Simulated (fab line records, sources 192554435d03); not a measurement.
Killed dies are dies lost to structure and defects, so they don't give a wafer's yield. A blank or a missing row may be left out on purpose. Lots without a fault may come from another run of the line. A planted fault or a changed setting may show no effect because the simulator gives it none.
Chamber matching | flow n5_finfet | N5_FIN_SAQP_ETCH_64 on rie_si-02: 4 sister chambers
The step etches SiO2 in CF4, target depth 1.5 nm. 14 wafers are shown with their chamber, then 7 later ones without.

WAFERS WITH THEIR CHAMBER
wafer  | chamber | throttle_valve_pct (%) | drypump_motor_current_A (A) | oes_product_au (a.u.)
L075.2 | 2       | 21.43                  | 5.5                         | 0.970
L075.4 | 0       | 21.36                  | 6.0                         | 1.014
L075.6 | 3       | 22.04                  | 5.4                         | 1.013
L077.1 | 2       | 21.41                  | 5.5                         | 0.978
L077.3 | 1       | 21.98                  | 6.3                         | 1.004
L077.5 | 1       | 21.98                  | 6.3                         | 1.015
L081.3 | 0       | 21.36                  | 5.9                         | 1.018
L081.4 | 1       | 21.98                  | 6.3                         | 1.001
L081.5 | 3       | 22.06                  | 5.4                         | 1.016
L083.1 | 0       | 21.35                  | 5.9                         | 1.002
L083.5 | 0       | 21.35                  | 5.9                         | 1.002
L083.6 | 1       | 21.98                  | 6.3                         | 0.994
L084.1 | 0       | 21.36                  | 6.0                         | 1.013
L084.3 | 3       | 22.04                  | 5.5                         | 1.014

SIGNATURES (means of the wafers above)
reading                 | chamber 0 | chamber 1 | chamber 2 | chamber 3 | scatter within a chamber
throttle_valve_pct      | 21.3560   | 21.9800   | 21.4200   | 22.0467   | 0.00766
drypump_motor_current_A | 5.940     | 6.300     | 5.500     | 5.433     | 0.0432
oes_product_au          | 1.00980   | 1.00350   | 0.97400   | 1.01433   | 0.00695
Rule: a wafer's distance from a chamber is the root of the sum, over the readings, of the square of ((its reading less the chamber's mean) divided by the reading's scatter). The wafer belongs to the nearest chamber; if the next one is less than 2 further off, it can't be placed. The scatter: the root of (the sum of the squares of (reading less its chamber's mean) over the shown wafers, divided by (wafers less chambers)).

WAFERS WITHOUT THEIR CHAMBER
wafer  | throttle_valve_pct (%) | drypump_motor_current_A (A) | oes_product_au (a.u.)
L084.6 | 21.95                  | 6.3                         | 0.999
L088.1 | 21.35                  | 6.0                         | 1.010
L088.2 | 21.98                  | 6.3                         | 0.993
L088.5 | 22.05                  | 5.5                         | 1.012
L097.1 | 21.97                  | 6.3                         | 0.978
L097.2 | 21.36                  | 6.0                         | 1.003
L097.3 | 21.41                  | 5.5                         | 0.973

WHICH CHAMBER EACH WENT THROUGH
wafer  | from the rows above | in truth
L084.6 | 1                   | 1
L088.1 | 0                   | 0
L088.2 | 1                   | 1
L088.5 | 3                   | 3
L097.1 | 1                   | 1
L097.2 | 0                   | 0
L097.3 | 2                   | 2
Placed correctly: 7 of 7. Can't be placed from these rows: 0. Placed wrongly: 0.
